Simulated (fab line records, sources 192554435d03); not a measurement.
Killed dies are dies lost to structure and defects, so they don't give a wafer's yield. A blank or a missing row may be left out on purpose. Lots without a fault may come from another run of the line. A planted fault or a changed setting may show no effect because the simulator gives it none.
fab line records | flow n5_finfet | part 1 of 2: steps 1 to 27 of 33
record lots=5 wafers=15 last_day=15
route steps=1938 shown SD_EPI_N@283 SD_EPI_P@295
lots that met no fault: from a run of the same line without faults
start_h: hours from the record's first day to the start of the lot's first wafer shown | wait_h: hours since the lot's step before | " the same as in the row above | L1.1+2: a row that stands for several wafers | - no value, or no start given | * or withheld: withheld | < > ~ a bound
route shown NAME@n: a module of which the file shows steps, and the number in the route of the first | usual: mean/standard deviation of fault-free wafers | same: alike in all rows | chamber/n: place in a boat | sites: the reading at each site | _std_site: their standard deviation | _edge_site: outer sites' mean less inner sites' | radius_mm: how far each site lies from the wafer's centre | mask NAME#n: copy n | behind: the tool/chamber that last shaped the wafer | hold: why the lot was held/for how many hours/how that ended | device: the transistor (n, p or np) that didn't switch | end of line: the same wafers' tests at the end of the route | a step without rows: its recipe alone | killed: dies lost to structure and defects at the first sort, not the wafer's yield | map: a wafer's dies, x killed, . not, _ none there
set.NAME: the setting as run; set.NAME@STEP: as run at that earlier step | model.NAME: the simulator's own value behind a step, which no gauge read
lots at some steps of the route; a table a step, a row a wafer
services: from which hour (start_h, from the record's first day; less than 0 if before it) a tool's chamber was out of use, for how many hours, and why
## steps
# step N5_SD_EPI_N_WET_ETCH_43
# recipe chemistry=dHF dilution=withheld time_s=14 target=SiO2 target_depth_a=15 temp_c=25
# columns lot.wafer tool chamber start_h wait_h
L076.2+3+6 wet_bench-04 1,5,2 64.15 -
L079.1+4+5 wet_bench-01 0,2,1 86.00 -
L084.2+3+6 wet_bench-06 3,4,0 111.12 -
L087.1+4+6 wet_bench-04 4,0,1 132.26 -
L089.4+5+6 wet_bench-06 0,3,4 140.62 -
# step N5_SD_EPI_N_STRIP_18
# recipe chemistry=SPM time_s=750 temp_c=130 h2so4_h2o2_vol_ratio=4
# columns lot.wafer tool chamber start_h wait_h
L076.2+3+6 wet_bench-04 1,5,2 64.16 0.0
L079.1+4+5 wet_bench-01 0,2,1 86.01 0.0
L084.2+3+6 wet_bench-06 3,4,0 111.13 0.0
L087.1+4+6 wet_bench-04 4,0,1 132.27 0.0
L089.4+5+6 wet_bench-06 0,3,4 140.63 0.0
# step N5_SD_EPI_N_SRD_20
# recipe dry=ipa_marangoni do_ppb=5 time_s=30 temp_c=23 rinse_liquid=diw
# columns lot.wafer tool chamber start_h wait_h
L076.2+3+6 wet_bench-04 1,5,2 64.36 0.0
L079.1+4+5 wet_bench-01 0,2,1 86.22 0.0
L084.2+3+6 wet_bench-06 3,4,0 111.34 0.0
L087.1+4+6 wet_bench-04 4,0,1 132.49 0.0
L089.4+5+6 wet_bench-06 0,3,4 140.88 0.0
# step N5_SD_EPI_N_PRECLEAN_48
# recipe chemistry=NF3:NH3 afs_cycles=2 temp_c=30 time_s=20 sublimation_temp_c=180 sublimation_time_s=60 pressure_torr=3 rf_power_w=30
# usual rf_fwd_power_W=29.92/0.09
# columns lot.wafer tool chamber start_h wait_h rf_fwd_power_W
L076.2 epi_rpcvd-03 0 64.47 0.1 29.95
L076.3 " 0 " " 29.94
L076.6 " 0 " " 29.97
L079.1 epi_rpcvd-02 0 86.27 0.0 29.98
L079.4 " 0 " " 29.92
L079.5 " 0 " " 29.97
L084.2 epi_rpcvd-02 0 111.45 0.1 29.98
L084.3 " 0 " " 29.80
L084.6 " 0 " " 30.08
L087.1 epi_rpcvd-04 0 132.54 0.0 29.99
L087.4 " 0 " " 29.99
L087.6 " 0 " " 30.01
L089.4 epi_rpcvd-02 0 141.11 0.2 30.10
L089.5 " 0 " " 29.94
L089.6 " 0 " " 29.98
# step N5_SD_EPI_N_VAPOR_ETCH_50
# recipe chemistry=HCl target=Si temp_c=775 time_s=54 pressure_torr=20 mode=isotropic
# usual throttle_valve_pct=11.8/0.3
# columns lot.wafer tool chamber start_h wait_h throttle_valve_pct
L076.2 epi_rpcvd-03 0 64.80 0.3 12.0
L076.3 " 0 " " 12.2
L076.6 " 0 " " 11.7
L079.1 epi_rpcvd-02 0 86.63 0.3 11.7
L079.4 " 0 " " 11.6
L079.5 " 0 " " 11.7
L084.2 epi_rpcvd-02 0 111.78 0.3 11.9
L084.3 " 0 " " 11.5
L084.6 " 0 " " 11.5
L087.1 epi_rpcvd-04 0 132.90 0.3 12.4
L087.4 " 0 " " 12.3
L087.6 " 0 " " 12.4
L089.4 epi_rpcvd-02 0 141.38 0.2 11.7
L089.5 " 0 " " 11.4
L089.6 " 0 " " 11.7
# step N5_SD_EPI_N_EPI_21
# recipe material=Si:P dopant=P temp_c=680 pressure_torr=255 time_s=690
# columns lot.wafer tool chamber start_h wait_h
L076.2+3+6 epi_rpcvd-03 0 65.23 0.4
L079.1+4+5 epi_rpcvd-02 0 86.81 0.1
L084.2+3+6 epi_rpcvd-02 0 112.21 0.4
L087.1+4+6 epi_rpcvd-04 0 133.08 0.1
L089.4+5+6 epi_rpcvd-02 0 142.31 0.9
# step N5_SD_EPI_N_EPI_MEAS_23
# recipe mode=xrd
# usual thk_nm=58.8/1.3
# columns lot.wafer tool chamber start_h wait_h thk_nm
L076.2 film_metro-02 - 66.67 1.2 58.6
L076.3 " - " " 58.8
L076.6 " - " " 56.9
L079.1 film_metro-02 - 88.52 1.4 57.0
L079.4 " - " " 61.0
L079.5 " - " " 60.9
L084.2 film_metro-02 - 113.65 1.2 58.7
L084.3 " - " " 57.2
L084.6 " - " " 59.2
L087.1 film_metro-02 - 134.80 1.4 58.9
L087.4 " - " " 57.7
L087.6 " - " " 57.7
L089.4 film_metro-01 - 143.19 0.6 58.5
L089.5 " - " " 57.7
L089.6 " - " " 55.6
# step N5_SD_EPI_N_PRECLEAN_24
# recipe chemistry=O3/DIW time_s=60 temp_c=22 o3_ppm=10
# columns lot.wafer tool chamber start_h wait_h
L076.2+3+6 wet_bench-06 2,5,6 66.71 0.0
L079.1+4+5 wet_bench-06 7,1,4 88.56 0.0
L084.2+3+6 wet_bench-04 6,7,1 113.68 0.0
L087.1+4+6 wet_bench-06 3,6,4 134.84 0.0
L089.4+5+6 wet_bench-04 7,6,2 143.23 0.0
# step N5_SD_EPI_N_SRD_25
# recipe time_s=30 temp_c=23 rinse_liquid=diw dry=ipa_marangoni
# columns lot.wafer tool chamber start_h wait_h
L076.2+3+6 wet_bench-06 2,5,6 66.72 0.0
L079.1+4+5 wet_bench-06 7,1,4 88.58 0.0
L084.2+3+6 wet_bench-04 6,7,1 113.70 0.0
L087.1+4+6 wet_bench-06 3,6,4 134.86 0.0
L089.4+5+6 wet_bench-04 7,6,2 143.24 0.0
# step N5_SD_EPI_N_PRECLEAN_49
# recipe chemistry=NF3:NH3 afs_cycles=1 temp_c=30 time_s=20 sublimation_temp_c=180 sublimation_time_s=60 pressure_torr=3 rf_power_w=30
# columns lot.wafer tool chamber start_h wait_h
L076.2+3+6 remote_plasma-01 1 66.80 0.1
L079.1+4+5 remote_plasma-02 1 88.63 0.0
L084.2+3+6 remote_plasma-01 1 113.78 0.1
L087.1+4+6 remote_plasma-01 1 134.91 0.0
L089.4+5+6 remote_plasma-01 1 143.38 0.1
# step N5_SD_EPI_N_LINER_46
# recipe material=SiNx target_thk_a=30 temp_c=400 ald_precursor_family=SiH2I2 ald_co_reactant=N2/H2-plasma pressure_torr=2
# usual heater_power_w=842/74
# columns lot.wafer tool chamber start_h wait_h heater_power_w
L076.2 ald_sin-04 2 66.97 0.1 884
L076.3 " 0 " " 985
L076.6 " 3 " " 868
L079.1 ald_sin-04 1 89.10 0.4 788
L079.4 " 0 " " 1020
L079.5 " 3 " " 848
L084.2 ald_sin-02 0 114.10 0.3 704
L084.3 " 2 " " 836
L084.6 " 1 " " 843
L087.1 ald_sin-02 1 135.24 0.3 836
L087.4 " 3 " " 848
L087.6 " 1 " " 828
L089.4 ald_sin-02 3 143.49 0.1 838
L089.5 " 2 " " 834
L089.6 " 1 " " 844
# step N5_SD_EPI_N_INSPECT_26
# recipe inspect_instrument=darkfield mode=post_epi
# usual raw_defect_count=215/45
# columns lot.wafer tool chamber start_h wait_h raw_defect_count
L076.2 defect_inspect-01 - 67.22 0.1 185
L076.3 " - " " 179
L076.6 " - " " 204
L079.1 defect_inspect-01 - 89.35 0.1 250
L079.4 " - " " 228
L079.5 " - " " 237
L084.2 defect_inspect-01 - 114.35 0.1 242
L084.3 " - " " 218
L084.6 " - " " 362
L087.1 defect_inspect-02 - 135.51 0.2 271
L087.4 " - " " 216
L087.6 " - " " 196
L089.4 defect_inspect-01 - 143.74 0.1 238
L089.5 " - " " 171
L089.6 " - " " 179
# step N5_SD_EPI_P_COAT_34
# recipe resist=SOC temp_c=250 time_s=60 spin_rpm=1500 resist_thk_nm=350
# columns lot.wafer tool chamber start_h wait_h
L076.2+3+6 litho_track-03 0 67.25 0.0
L079.1+4+5 litho_track-03 0 89.38 0.0
L084.2+3+6 litho_track-02 0 114.38 0.0
L087.1+4+6 litho_track-04 0 135.54 0.0
L089.4+5+6 litho_track-04 0 143.78 0.0
# step N5_SD_EPI_P_COAT_35
# recipe resist=SiARC temp_c=220 time_s=60 spin_rpm=1500 resist_thk_nm=35
# columns lot.wafer tool chamber start_h wait_h
L076.2+3+6 litho_track-03 0 - -
L079.1+4+5 litho_track-03 0 - -
L084.2+3+6 litho_track-02 0 - -
L087.1+4+6 litho_track-04 0 - -
L089.4+5+6 litho_track-04 0 - -
# step N5_SD_EPI_P_COAT_03
# recipe resist=CAR-ArF-block spin_rpm=1500 resist_thk_nm=150
# columns lot.wafer tool chamber start_h wait_h
L076.2+3+6 litho_track-03 0 - -
L079.1+4+5 litho_track-03 0 - -
L084.2+3+6 litho_track-02 0 - -
L087.1+4+6 litho_track-04 0 - -
L089.4+5+6 litho_track-04 0 - -
# step N5_SD_EPI_P_EBR_05
# recipe solvent=PGMEA ebr_width_mm=1.5
# columns lot.wafer tool chamber start_h wait_h
L076.2+3+6 litho_track-03 0 - -
L079.1+4+5 litho_track-03 0 - -
L084.2+3+6 litho_track-02 0 - -
L087.1+4+6 litho_track-04 0 - -
L089.4+5+6 litho_track-04 0 - -
# step N5_SD_EPI_P_SOFTBAKE_04
# recipe temp_c=110 time_s=60 resist=CAR-ArF-block
# columns lot.wafer tool chamber start_h wait_h
L076.2+3+6 litho_track-03 0 - -
L079.1+4+5 litho_track-03 0 - -
L084.2+3+6 litho_track-02 0 - -
L087.1+4+6 litho_track-04 0 - -
L089.4+5+6 litho_track-04 0 - -
# step N5_SD_EPI_P_EXPOSE_06
# recipe mask_id=SD_P_BLK na=1.35 source_shape=conventional sigma_outer=0.8 polarization=unpolarized target_cd_nm=240 dose_mj=39.5
# usual stage_vel_mm_s=499.96/0.27
# columns lot.wafer tool chamber start_h wait_h mask stage_vel_mm_s
L076.2 arfi_scanner-01 0 67.38 - SD_P_BLK#0 500.41
L076.3 " 0 " " SD_P_BLK#0 500.24
L076.6 " 0 " " SD_P_BLK#0 499.83
L079.1 arfi_scanner-02 0 89.62 - SD_P_BLK#0 500.50
L079.4 " 0 " " SD_P_BLK#0 500.20
L079.5 " 0 " " SD_P_BLK#0 499.97
L084.2 arfi_scanner-02 0 114.63 - SD_P_BLK#0 499.92
L084.3 " 0 " " SD_P_BLK#0 500.26
L084.6 " 0 " " SD_P_BLK#0 499.83
L087.1 arfi_scanner-03 0 135.78 - SD_P_BLK#0 499.79
L087.4 " 0 " " SD_P_BLK#0 500.33
L087.6 " 0 " " SD_P_BLK#0 499.94
L089.4 arfi_scanner-01 0 144.03 - SD_P_BLK#0 500.28
L089.5 " 0 " " SD_P_BLK#0 500.42
L089.6 " 0 " " SD_P_BLK#0 500.15
# step N5_SD_EPI_P_PEB_07
# recipe peb_temp_c=110 peb_time_s=60 resist=CAR-ArF-block
# columns lot.wafer tool chamber start_h wait_h
L076.2+3+6 litho_track-04 0 67.43 0.0
L079.1+4+5 litho_track-04 0 89.68 0.1
L084.2+3+6 litho_track-03 0 114.68 0.0
L087.1+4+6 litho_track-03 0 135.84 0.1
L089.4+5+6 litho_track-02 0 144.08 0.0
# step N5_SD_EPI_P_DEVELOP_08
# recipe develop_time_s=30 developer=TMAH resist=CAR-ArF-block dev_temp_c=23 rinse_liquid=diw dry=air_spin
# usual developer_temp_C=22.99/0.11
# columns lot.wafer tool chamber start_h wait_h developer_temp_C
L076.2 litho_track-04 0 - - 23.17
L076.3 " 0 " " 23.07
L076.6 " 0 " " 23.07
L079.1 litho_track-04 0 - - 23.06
L079.4 " 0 " " 22.99
L079.5 " 0 " " 23.06
L084.2 litho_track-03 0 - - 23.07
L084.3 " 0 " " 23.13
L084.6 " 0 " " 22.97
L087.1 litho_track-03 0 - - 23.01
L087.4 " 0 " " 23.03
L087.6 " 0 " " 22.99
L089.4 litho_track-02 0 - - 22.99
L089.5 " 0 " " 23.09
L089.6 " 0 " " 23.00
# step N5_SD_EPI_P_CD_MEAS_09
# recipe target_cd_nm=240 landing_energy_ev=500 detector=se_inlens
# usual cd_nm=240.1/0.79
# columns lot.wafer tool chamber start_h wait_h cd_nm
L076.2 cd_sem-03 0 67.50 - 239.4
L076.3 " 0 " " 239.5
L076.6 " 0 " " 240.2
L079.1 cd_sem-02 0 89.75 - 239.9
L079.4 " 0 " " 240.1
L079.5 " 0 " " 239.2
L084.2 cd_sem-03 0 114.75 - 239.9
L084.3 " 0 " " 239.8
L084.6 " 0 " " 240.7
L087.1 cd_sem-03 0 135.90 - 239.7
L087.4 " 0 " " 238.9
L087.6 " 0 " " 240.8
L089.4 cd_sem-01 0 144.15 - 239.1
L089.5 " 0 " " 240.8
L089.6 " 0 " " 239.9
# step N5_SD_EPI_P_OVL_MEAS_10
# recipe points_per_wafer=44
# usual SD_P_BLK_OVL=0.1/0.72
# columns lot.wafer tool chamber start_h wait_h SD_P_BLK_OVL[nm]
L076.2 overlay-01 0 67.53 0.0 0.1
L076.3 " 0 " " -0.1
L076.6 " 0 " " -0.6
L079.1 overlay-01 0 89.81 0.1 -1.2
L079.4 " 0 " " -1.1
L079.5 " 0 " " -2.0
L084.2 overlay-02 0 114.78 0.0 0.2
L084.3 " 0 " " -0.4
L084.6 " 0 " " 0.9
L087.1 overlay-01 0 135.93 0.0 -0.4
L087.4 " 0 " " 0.1
L087.6 " 0 " " 0.9
L089.4 overlay-02 0 144.17 0.0 -0.5
L089.5 " 0 " " 0.6
L089.6 " 0 " " 0.1
# step N5_SD_EPI_P_INSPECT_11
# recipe mode=adi inspect_instrument=macro
# usual raw_defect_count=2.1/1.5
# columns lot.wafer tool chamber start_h wait_h raw_defect_count
L076.2 defect_inspect-02 - 67.55 0.0 0
L076.3 " - " " 4
L076.6 " - " " 1
L079.1 defect_inspect-02 - 89.83 0.0 0
L079.4 " - " " 1
L079.5 " - " " 4
L084.2 defect_inspect-01 - 114.80 0.0 1
L084.3 " - " " 3
L084.6 " - " " 3
L087.1 defect_inspect-02 - 135.96 0.0 1
L087.4 " - " " 1
L087.6 " - " " 2
L089.4 defect_inspect-01 - 144.20 0.0 0
L089.5 " - " " 3
L089.6 " - " " 1
# step N5_SD_EPI_P_DESCUM_14
# recipe chemistry=O2 time_s=7.9 source_power_w=50 bias_power_w=20 pressure_mtorr=20 rf_frequency_hz=2.712e+07 temp_c=40 resist=CAR-ArF-block o2_flow_sccm=225
# usual drypump_motor_current_A=5.37/0.27 oes_product_au=0.74/0.064 rf_fwd_power_W=49.35/0.27 rf_vpp_V=243.6/1.1 showerhead_plenum_p_Torr=2.13/0.049 throttle_valve_pct=20.47/0.18
# columns lot.wafer tool chamber start_h wait_h drypump_motor_current_A oes_product_au rf_fwd_power_W rf_hours_counter_h rf_vpp_V showerhead_plenum_p_Torr throttle_valve_pct
L076.2 rie_diel-03 2 67.67 0.1 5.25 0.71 49.34 192 244.2 2.09 20.54
L076.3 " 1 " " 5.28 0.88 49.38 21 245.7 2.23 20.34
L076.6 " 3 " " 5.15 0.72 49.86 - 244.7 2.14 20.54
L079.1 rie_diel-06 1 89.91 0.1 5.49 0.71 48.83 222 243.7 2.14 20.50
L079.4 " 2 " " 5.91 0.75 49.28 170 242.2 2.09 20.78
L079.5 " 0 " " 5.08 0.77 49.49 - 244.8 2.20 20.33
L084.2 rie_diel-05 0 114.84 0.0 5.02 0.69 49.55 232 242.7 2.13 20.63
L084.3 " 3 " " 5.29 0.76 49.68 139 243.7 2.09 20.43
L084.6 " 2 " " 5.66 0.69 49.81 - 244.9 2.14 20.37
L087.1 rie_diel-06 0 135.99 0.0 5.05 0.76 48.96 136 241.9 2.20 20.34
L087.4 " 1 " " 5.46 0.69 49.04 - 243.0 2.14 20.52
L087.6 " 3 " " 5.29 0.73 49.67 - 242.9 2.10 20.62
L089.4 rie_diel-06 1 144.34 0.1 5.43 0.69 48.83 - 243.5 2.14 20.54
L089.5 " 3 " " 5.30 0.72 49.62 - 243.7 2.09 20.62
L089.6 " 0 " " 5.07 0.75 49.21 - 245.3 2.20 20.34
# step N5_SD_EPI_P_ETCH_36
# recipe chemistry=CF4 target=SiARC target_depth_a=455 mask_material=CAR-ArF-block time_s=75.8 ion_energy_ev=80 pressure_mtorr=40 source_w=545 bias_w=36 Ar_flow_sccm=100 cf4_flow_sccm=100 ends=cleared
# usual drypump_motor_current_A=5.37/0.27 etch_rf_on_time_s=75.6/1.4 oes_product_au=0.63/0.054 rf_fwd_power_W=538.9/2.5 rf_vpp_V=184.5/0.96 showerhead_plenum_p_Torr=2.18/0.05 throttle_valve_pct=15.68/0.21
# columns lot.wafer tool chamber start_h wait_h drypump_motor_current_A etch_rf_on_time_s oes_product_au rf_fwd_power_W rf_hours_counter_h rf_vpp_V showerhead_plenum_p_Torr throttle_valve_pct
L076.2 rie_diel-03 2 67.70 0.0 5.25 77.4 0.60 538.6 192 184.2 2.13 15.74
L076.3 " 1 " " 5.31 77.1 0.73 540.0 21 184.6 2.29 15.50
L076.6 " 3 " " 5.16 77.0 0.60 541.3 - 184.9 2.20 15.87
L079.1 rie_diel-06 1 89.94 0.0 5.48 74.5 0.61 536.7 222 185.5 2.21 15.83
L079.4 " 2 " " 5.88 75.3 0.65 537.6 170 183.6 2.14 15.92
L079.5 " 0 " " 5.07 74.2 0.66 538.3 - 186.2 2.23 15.45
L084.2 rie_diel-05 0 114.87 0.0 5.01 75.9 0.59 540.8 232 184.8 2.20 15.99
L084.3 " 3 " " 5.31 74.5 0.64 541.1 139 184.5 2.13 15.59
L084.6 " 2 " " 5.69 72.6 0.61 540.5 - 185.2 2.20 15.67
L087.1 rie_diel-06 0 136.03 0.0 5.08 74.2 0.65 537.5 136 183.6 2.23 15.48
L087.4 " 1 " " 5.40 76.0 0.59 535.4 - 183.9 2.20 15.85
L087.6 " 3 " " 5.34 76.0 0.63 540.6 - 185.1 2.15 15.76
L089.4 rie_diel-06 1 144.39 0.0 5.43 75.2 0.59 536.6 - 185.6 2.20 15.85
L089.5 " 3 " " 5.34 75.8 0.63 541.8 - 184.6 2.15 15.78
L089.6 " 0 " " 5.05 74.1 0.64 536.7 - 185.1 2.23 15.49
# step N5_SD_EPI_P_ETCH_37
# recipe chemistry=N2/H2 target=SOC overetch_a=1080 mask_material=SiARC temp_c=40 ion_energy_ev=100 source_w=3000 bias_w=133 pressure_mtorr=20 time_s=486 n2_flow_sccm=200 h2_flow_sccm=200 ends=end_point
# usual drypump_motor_current_A=5.38/0.27 h2_flow_sccm=200.0/0.49 oes_product_au=0.67/0.054 rf_fwd_power_W=2995/8.2 rf_vpp_V=241.3/1.1 showerhead_plenum_p_Torr=2.59/0.062 throttle_valve_pct=23.9/0.34
# columns lot.wafer tool chamber start_h wait_h drypump_motor_current_A h2_flow_sccm oes_product_au rf_fwd_power_W rf_hours_counter_h rf_vpp_V showerhead_plenum_p_Torr throttle_valve_pct
L076.2 rie_diel-03 2 67.76 0.0 5.23 199.7 0.64 2989 193 240.4 2.52 24.1
L076.3 " 1 " " 5.28 200.5 0.78 2988 21 241.8 2.69 23.4
L076.6 " 3 " " 5.15 199.7 0.64 2997 - 242.5 2.64 24.2
L079.1 rie_diel-06 1 90.00 0.0 5.43 200.4 0.63 2991 222 242.1 2.62 23.9
L079.4 " 2 " " 5.92 200.1 0.68 3016 170 241.9 2.56 24.7
L079.5 " 0 " " 5.08 199.7 0.68 2984 - 242.5 2.68 23.8
L084.2 rie_diel-05 0 114.93 0.0 5.04 199.6 0.62 3010 232 240.3 2.63 24.3
L084.3 " 3 " " 5.34 200.4 0.66 2998 139 240.0 2.53 24.0
L084.6 " 2 " " 5.69 199.5 0.63 2993 - 240.9 2.61 24.0
L087.1 rie_diel-06 1 136.08 0.0 5.47 199.4 0.62 3006 236 242.2 2.61 23.9
L087.4 " 1 " " 5.46 200.6 0.62 2987 - 241.2 2.61 23.9
L087.6 " 0 " " 5.08 199.8 0.66 2993 - 243.6 2.67 23.8
L089.4 rie_diel-06 1 144.57 0.2 5.45 199.8 0.61 2985 - 241.7 2.61 23.9
L089.5 " 3 " " 5.33 200.8 0.66 2995 - 239.8 2.55 24.1
L089.6 " 0 " " 5.07 200.5 0.66 2992 - 242.0 2.67 23.8
# step N5_SD_EPI_P_STRIP_38
# recipe chemistry=N2/H2 temp_c=40 n2_flow_sccm=200 h2_flow_sccm=200 rf_frequency_hz=6e+07
# columns lot.wafer tool chamber start_h wait_h
L076.2+3+6 rie_diel-03 2,1,3 68.07 0.2
L079.1+4+5 rie_diel-06 1,2,0 90.31 0.2
L084.2+3+6 rie_diel-05 0,3,2 115.24 0.2
L087.1+4+6 rie_diel-06 1,3,1 136.40 0.2
L089.4+5+6 rie_diel-06 1,3,0 144.73 0.0
